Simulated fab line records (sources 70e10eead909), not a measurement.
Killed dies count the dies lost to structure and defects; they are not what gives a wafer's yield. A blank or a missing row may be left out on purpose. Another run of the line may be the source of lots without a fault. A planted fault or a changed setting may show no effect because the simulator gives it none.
Struck lot and sound lot, side by side | flow nand harc | 14 steps out of a route of 1302
Sound: wafers L916.1, L916.2, L916.4. Wafers L931.2, L931.4, L931.5 were the ones struck. At the end, the cause is stated.
Each step with rows lists, per side, the tool, then ch with its chambers, then its first start. Under that, the readings that differ: sound wafers | struck wafers | difference of the means | sigmas: that difference in standard deviations of wafers without a fault.
alike: readings whose means differ by less than 2 such deviations, and words and numbers that are the same on both sides. not compared: withheld readings, readings that some wafer has no value for, bounds like >300 that may hide the same value, and numbers for which the record gives no deviation and whose values overlap.
The two part at a step that has a row with sigmas, a row that says differs or no value, or rows on one side only. Numbers that have no deviation but don't overlap get no sigmas and don't part them. A reading that every wafer of one side lacks parts them only if that side has two wafers or more.

first, 9 steps without rows for these wafers: NHARC_A_STAIRCASE_DEHYDRATE_209 (time 120 s); NHARC_A_STAIRCASE_HMDS_210 (time 30 s); NHARC_A_STAIRCASE_COAT_211; NHARC_A_STAIRCASE_SOFTBAKE_212 (time 170 s); NHARC_A_STAIRCASE_EBR_213; NHARC_A_STAIRCASE_EXPOSE_214 (exposes mask STAIR 3); NHARC_A_STAIRCASE_PEB_215 (peb time 130 s); NHARC_A_STAIRCASE_DEVELOP_216 (time 140 s); NHARC_A_STAIRCASE_HARDBAKE_218 (time 140 s).
NHARC_A_STAIRCASE_DESCUM_219: chemistry O2, time 3 s.
  sound on rie diel-12 ch 0,1,2, day 15 22:14; struck on rie diel-07 ch 0,1,3, day 22 03:53
  reading               | sound             | struck            | difference | sigmas
  oes product au (a.u.) | 0.987 0.981 0.981 | 1.014 1.028 0.994 | +0.029     | +2
  alike: drypump motor current A, rf vpp V, showerhead plenum p Torr, throttle valve pct
  not compared: rf hours counter h
NHARC_A_STAIRCASE_TRIM_220: chemistry O2, time 211.2 s.
  sound on rie diel-12 ch 0,2,3, day 15 22:19; struck on rie diel-07 ch 0,1,3, day 22 03:58
  alike: drypump motor current A, oes product au, rf vpp V, showerhead plenum p Torr, throttle valve pct
  not compared: rf hours counter h
NHARC_A_STAIRCASE_ETCH_221: etches the open film in C4F8/O2, target depth 100 nm, time 40.5 s.
  sound on rie diel-12 ch 0,1,2, day 15 22:28; struck on rie diel-07 ch 0,3, day 22 04:07
  reading               | sound             | struck            | difference | sigmas
  oes product au (a.u.) | 0.941 0.951 0.945 | 1.124 1.111 1.119 | +0.172     | +8
  alike: rf fwd power W, rf vpp V
  not compared: rf hours counter h
NHARC_A_STAIRCASE_TRIM_222: chemistry O2, time 211.2 s.
  sound on rie diel-12 ch 0,1,3; struck on rie diel-07 ch 0,2,3
  alike: drypump motor current A, oes product au, rf vpp V, showerhead plenum p Torr, throttle valve pct
  not compared: rf hours counter h
-- the record jumps here: 9 days lie between the struck wafers' starts before and after (it left off in module A_STAIRCASE and takes up again in module END, whose first step shown is number 1302 of the route) --
NHARC_END_SORT_01:
  sound on prober-01 ch 0, day 24 07:32; struck on prober-01 ch 0, day 30 19:08
  reading         | sound    | struck      | difference | sigmas
  killed at array | 30 36 43 | 669 676 671 | +636       | +37
  killed dies     | 34 42 48 | 677 677 677 | +636       | +40
  alike: killed at other, killed at periphery, killed open, killed short

== WHERE THEY PART ==
First at NHARC_A_STAIRCASE_DESCUM_219; last, within this record, at NHARC_END_SORT_01.

WHY: whatever the simulator had introduced
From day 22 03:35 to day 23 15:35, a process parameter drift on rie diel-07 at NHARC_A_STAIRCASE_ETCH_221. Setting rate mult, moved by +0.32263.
